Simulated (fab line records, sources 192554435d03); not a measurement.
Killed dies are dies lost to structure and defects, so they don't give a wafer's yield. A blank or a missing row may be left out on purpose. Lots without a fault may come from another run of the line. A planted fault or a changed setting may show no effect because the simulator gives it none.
A struck lot beside a sound one | flow n5_finfet | 14 steps out of a route of 1938
Sound: wafers L423.1, L423.5, L423.6. Struck: wafer L431.3. (L431.2, L431.5 of the same lot were not struck and are left out.) The cause comes at the end.
At each step with rows: each side's tool, then ch and its chambers, then its first start. Under that, the readings that differ: sound wafers | struck wafers | difference of the means | sigmas: that difference in standard deviations of wafers without a fault.
alike: readings whose means differ by less than 2 such deviations, and words and numbers that are the same on both sides. not compared: withheld readings, readings that some wafer has no value for, bounds like >300 that may hide the same value, and numbers for which the record gives no deviation and whose values overlap.
The two part at a step that has a row with sigmas, a row that says differs or no value, or rows on one side only. Numbers that don't overlap but have no deviation are shown without sigmas and don't part them. A reading that every wafer of one side lacks parts them only if that side has two wafers or more.

first, 3 steps without rows for these wafers: N5_BEOL_M5_CVD_47 (deposits Co from CCTBA/H2, target thk 3 nm, time 216 s); N5_BEOL_M5_SPUTTER_48 (material Cu, target thk 15 nm, time 27.62 s); N5_BEOL_M5_ANNEAL_49 (time 1800 s).
N5_BEOL_M5_SPUTTER_81: material Cu, target thk 15 nm, time 27.62 s.
  sound on pvd_sputter-01, day 8 04:46; struck on pvd_sputter-03, day 10 10:11
  alike: susceptor_temp_C, throttle_valve_pct
N5_BEOL_M5_ANNEAL_82: time 1800 s.
  sound on pvd_sputter-01, day 8 04:50; struck on pvd_sputter-03, day 10 10:16
  alike: heater_power_w, susceptor_temp_C
then, 2 steps without rows for these wafers: N5_BEOL_M5_SPUTTER_83 (material Cu, target thk 15 nm, time 27.62 s); N5_BEOL_M5_ANNEAL_84 (time 1800 s).
N5_BEOL_M5_SPUTTER_88: material Cu, target thk 15 nm, time 27.62 s.
  sound on pvd_sputter-01, day 8 06:56; struck on pvd_sputter-03, day 10 12:21
  alike: susceptor_temp_C, throttle_valve_pct
N5_BEOL_M5_ANNEAL_89: time 1800 s.
  sound on pvd_sputter-01, day 8 07:01; struck on pvd_sputter-03, day 10 12:26
  alike: heater_power_w, susceptor_temp_C
N5_BEOL_M5_SPUTTER_90: material Cu, target thk 4.5 nm, time 8.29 s.
  sound on pvd_sputter-01, day 8 08:01; struck on pvd_sputter-03, day 10 13:26
  alike: susceptor_temp_C, throttle_valve_pct
then, 2 steps without rows for these wafers: N5_BEOL_M5_ECD_50 (material Cu, target thk 300 nm); N5_BEOL_M5_ANNEAL_51 (time 90 s).
N5_BEOL_M5_CMP_52: polishes, stops on SiCOH lowk, t overpolish 6.9 s, target thk 62 nm.
  sound on cmp-02 ch 0,1, day 8 08:31; struck on cmp-02 ch 2, day 10 13:59
  reading          | sound             | struck | difference | sigmas
  platen_rpm (rpm) | 50.01 50.05 50.00 | 47.97  | -2.05      | -57
  alike: barrier_field_endpoint_s, motor_current_A, overpolish_run_s, time_to_endpoint_s
-- the record jumps here: 3 days lie between the struck wafers' starts before and after (it left off in module BEOL_M5 and takes up again in module PASSIVATION, whose first step shown is number 1936 of the route) --
N5_PASSIVATION_PROBE_49:
  sound on prober-01, day 12 07:25; struck on prober-02, day 13 19:29
  reading               | sound       | struck | difference | sigmas
  killed_at_other       | 10 7 3      | 1      | -6         | -2
  sort_bin_6_memory (%) | 3.2 3.7 3.6 | 2.2    | -1.3       | -2
  alike: defect_limited_yield, killed_at_M0_to_M3, killed_at_M4_up, killed_at_contacts, killed_at_front_end, killed_dies, killed_open, killed_short, sort_bin_5_function, sort_n_pass, sort_yield_pct

WHERE THEY PART
First at N5_BEOL_M5_CMP_52; last, within this record, at N5_PASSIVATION_PROBE_49.

WHY: what the simulator had put in
Process parameter drift: cmp-02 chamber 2, from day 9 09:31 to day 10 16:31, at N5_BEOL_M5_CMP_52. Setting platen_rpm, moved by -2, from 50. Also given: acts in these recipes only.
